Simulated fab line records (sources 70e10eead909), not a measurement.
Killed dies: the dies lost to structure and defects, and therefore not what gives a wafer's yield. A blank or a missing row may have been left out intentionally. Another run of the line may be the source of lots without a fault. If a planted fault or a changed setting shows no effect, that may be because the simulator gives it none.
8D (eight disciplines) problem report, filled in by code | flow nand-harc | the parts of the form that need people (team, actions taken, sign-off) are left out

1. WHAT IS WRONG
Mean VT_DECK1_MEDIAN_NEAR_BOTTOM_INNER at NHARC_END_WLT_00: 0.987 over 6 wafers in 2 lots; fault-free wafers: 0.871, standard deviation 0.0064. That puts it +18 standard deviations away from the usual mean.
Earliest sighting: wafer L460.2 on prober-02 at day 21 10:24. Wafers with a number at this step in the record: 33, from 11 lots. The rule behind "out" and "out of limits": a value lying over 4 standard deviations away from the usual mean. The other wafers with a number count as sound.

2. WHAT THIS IS AND IS NOT
question                    | is                                                                                                                                                                               | is not
which readings at this step | VT_DECK1_MEDIAN_NEAR_BOTTOM_INNER, VT_DECK1_BOTTOM, VT_DECK1_BOTTOM_INNER, VT_DECK1_MEDIAN_NEAR_BOTTOM, VT_DECK1_MIDDLE, VT_DECK1_MIDDLE_INNER, VT_DECK1_TOP, VT_DECK1_TOP_INNER | -
which lots                  | L460, L461                                                                                                                                                                       | L451, L452, L453, L454, L455, L466, L467, L470, L473
which wafers of those lots  | all that have a number                                                                                                                                                           | -
read on which gauges        | prober-01, prober-02                                                                                                                                                             | -
when                        | from day 21 10:24                                                                                                                                                                | up to then (15 sound wafers); but 12 sound wafers of L466, L467, L470, L473 came after

3. THE SUSPECTS, EACH WITH WHAT RULES IT OUT
Counting: a tool at any process step up to the reading remains a suspect when it ran all the lots that are out and ran no sound lot after the first of those.
- ruled out: the gauge at NHARC_END_WLT_00. Those wafers that are out were read across 2 gauges (prober-01, prober-02).
- wet-bench-01 at NHARC_P_STI_PRECLEAN_32 (cleans in SC1): kept. It processed each lot that is out, first L460 at day 4 17:56, and no sound lot thereafter; up to then, the last sound lot it processed was L454 at day 3 07:46.
- pecvd-02 at NHARC_THIN_TSV_DEP_43 (deposits SiO2, target thk 1328.5 nm): ruled out as a lasting fault. Sound lots L473 ran on it after its first lot that is out, L460 (day 20 19:59).
The count leaves wet-bench-01 at NHARC_P_STI_PRECLEAN_32.

4. THE CAUSE (what the simulator had put in)
Metallic contamination source: wet-bench-01, from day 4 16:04 on, at NHARC_P_STI_PRECLEAN_32. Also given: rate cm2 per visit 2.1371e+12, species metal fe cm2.
This tool alone remained once counting was done.

5. SEQUENCE OF EFFECTS, ordered by route
One row per reading whose mean, taken over the struck wafers that have a number, lies over 3 standard deviations from the usual. Only readings for which the record gives a usual standard deviation are gone through. hours: the time from each lot's start at the first step in this table that gives one to its start at this step, as a median over the lots. sigmas: the change in usual standard deviations.
hours | step             | reading                           | usual | on struck wafers | change | sigmas
0     | NHARC_END_WLT_00 | VT_DECK1_BOTTOM                   | 0.870 | 0.980            | +0.110 | +16
0     | NHARC_END_WLT_00 | VT_DECK1_BOTTOM_INNER             | 0.870 | 0.983            | +0.113 | +15
0     | NHARC_END_WLT_00 | VT_DECK1_MEDIAN_NEAR_BOTTOM       | 0.871 | 0.984            | +0.113 | +15
0     | NHARC_END_WLT_00 | VT_DECK1_MEDIAN_NEAR_BOTTOM_INNER | 0.871 | 0.987            | +0.116 | +18
0     | NHARC_END_WLT_00 | VT_DECK1_MIDDLE                   | 0.882 | 0.995            | +0.113 | +15
0     | NHARC_END_WLT_00 | VT_DECK1_MIDDLE_INNER             | 0.883 | 1.002            | +0.119 | +17
0     | NHARC_END_WLT_00 | VT_DECK1_TOP                      | 0.894 | 1.009            | +0.115 | +14
0     | NHARC_END_WLT_00 | VT_DECK1_TOP_INNER                | 0.894 | 1.012            | +0.118 | +15
Later steps that measure or inspect, where all struck wafers having a row at the step show a number for every such reading and not one has moved that far: NHARC_END_SORT_01.

6. WHAT WOULD HAVE CAUGHT IT SOONER
The first out-of-limits reading at a measuring or inspecting step in this record came at day 21 10:24, 402 hours after the fault's start at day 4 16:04.
An alarm limit of 4 standard deviations would not have fired on the tool readings at NHARC_P_STI_PRECLEAN_32 for which the record gives a usual standard deviation, since none of them was out on any struck wafer.
Lots out: 2; all had begun NHARC_P_STI_PRECLEAN_32 on wet-bench-01 by day 21 10:24. Tool hold at that time: it would have spared none of them.
